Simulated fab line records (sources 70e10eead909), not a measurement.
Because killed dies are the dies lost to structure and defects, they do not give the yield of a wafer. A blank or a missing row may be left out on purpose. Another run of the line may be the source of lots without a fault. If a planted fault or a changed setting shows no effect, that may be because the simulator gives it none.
Which tool was responsible? ; flow nand harc ; 21 wafers from 7 lots sampled at 4 of the route's 1302 steps

## WHAT THE GAUGES SHOWED, per wafer
NHARC_P_CONTACT_CD_MEAS_12: target cd 90 nm.
lot;measured;on;cd nm (nm)
L752;day 6 08:05;cd sem-02;90.3 90.2 89.3
L756;day 7 19:50;cd sem-02;89.3 90.9 89.6
L761;day 10 11:58;cd sem-02;90.0 90.4 89.2
L765;day 12 01:44;cd sem-02;90.6 89.9 89.8
L768;day 12 19:53;cd sem-03;89.9 90.6 90.6
L773;day 15 03:35;cd sem-01;90.5 89.3 91.0
L774;day 15 14:01;cd sem-02;90.1 90.0 90.1

## WHICH TOOL RAN EACH LOT (tool, then ch and the chambers of the sampled wafers, then the start)
lot;NHARC_P_GATE_DEGAS_109;NHARC_P_GATE_RTA_82;NHARC_P_CONTACT_PEB_10
L752;pvd sputter-03, day 6 05:40;rtp anneal-01 ch 0, day 6 06:25;litho track-01 ch 0, day 6 08:01
L756;pvd sputter-01, day 7 17:17;rtp anneal-01 ch 0, day 7 18:05;litho track-06 ch 0, day 7 19:46
L761;pvd sputter-03, day 10 09:25;rtp anneal-01 ch 0, day 10 10:11;litho track-01 ch 0, day 10 11:53
L765;pvd sputter-02, day 11 23:11;rtp anneal-02 ch 0, day 12 00:00;litho track-01 ch 0, day 12 01:39
L768;pvd sputter-03, day 12 17:19;rtp anneal-02 ch 0, day 12 18:05;litho track-06 ch 0, day 12 19:49
L773;pvd sputter-01, day 15 01:01;rtp anneal-01 ch 0, day 15 01:46;litho track-01 ch 0, day 15 03:30
L774;pvd sputter-02, day 15 11:27;rtp anneal-01 ch 0, day 15 12:12;litho track-01 ch 0, day 15 13:56
- NHARC_P_GATE_DEGAS_109: time 60 s.
- NHARC_P_GATE_RTA_82: time 30 s.
- NHARC_P_CONTACT_PEB_10: peb time 65 s.

## THE ANSWER, worked out from the rows above alone
Rule: the lots themselves supply what counts as usual. Put in order of their means at a reading, lots are off if they are a third of the lots or fewer, leave a main group of 4 or more, and stand apart from it by a gap of 3 or more times the standard deviation of the main group's means; of several such gaps the widest counts. Not used: any main group whose means are identical at the precision the tables above print for the reading. A lot without any number at a reading at which 4 lots or more have one is off too. Where the step has rows for the other lots, those lots are counted as sound.
No lot is off at any reading shown: from this, nothing can be told.

## WHAT WAS PUT IN BY THE SIMULATOR
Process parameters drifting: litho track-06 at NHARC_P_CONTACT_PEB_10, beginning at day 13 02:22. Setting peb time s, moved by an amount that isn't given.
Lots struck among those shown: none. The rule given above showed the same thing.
